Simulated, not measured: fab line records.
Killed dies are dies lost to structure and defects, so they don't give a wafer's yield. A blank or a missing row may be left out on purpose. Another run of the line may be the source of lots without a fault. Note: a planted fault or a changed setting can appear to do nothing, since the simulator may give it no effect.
Chamber matching ; flow nand-harc ; pecvd-01 running NHARC_A_STAIRCASE_DEP_151: 3 sister chambers
The step deposits SiO2, target thk 7200 nm. 3 wafers are shown with their chamber, then 10 later ones without.

WAFERS WITH THEIR CHAMBER
wafer;chamber;heater-power-w (W)
L091.3;2;635
L090.1;1;623
L090.2;0;643

WAFERS MISSING THEIR CHAMBER
wafer;heater-power-w (W)
L090.6;529
L093.4;518
L093.5;510
L093.6;532
L095.1;589
L095.2;620
L095.6;512
L097.1;635
L097.2;529
L097.5;529

WHICH CHAMBER EACH ONE RAN IN
wafer;from the rows above;in truth
L090.6;can't be placed: 1 or 2 or 0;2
L093.4;can't be placed: 1 or 2 or 0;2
L093.5;can't be placed: 1 or 2 or 0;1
L093.6;can't be placed: 1 or 2 or 0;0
L095.1;can't be placed: 1 or 2 or 0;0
L095.2;can't be placed: 1 or 2 or 0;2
L095.6;can't be placed: 1 or 2 or 0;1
L097.1;can't be placed: 2 or 0 or 1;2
L097.2;can't be placed: 1 or 2 or 0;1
L097.5;can't be placed: 1 or 2 or 0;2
Correct placement for 0 of the 10. Cannot be placed on the basis of these rows: 10; the candidates contain the true chamber in 10. Placed wrongly: 0.
How it was worked out, from the rows above alone: a wafer's distance from a chamber is the root of the sum, over the readings, of the square of ((its reading less the chamber's mean) divided by the reading's scatter). If the next closest chamber is less than 2 further off than the closest, the wafer can't be placed; otherwise it belongs to the closest. The mean given for a chamber averages the wafers shown for that chamber. The scatter: root of mean squared gap, hidden wafer to nearest shown wafer, with one shown wafer a chamber.
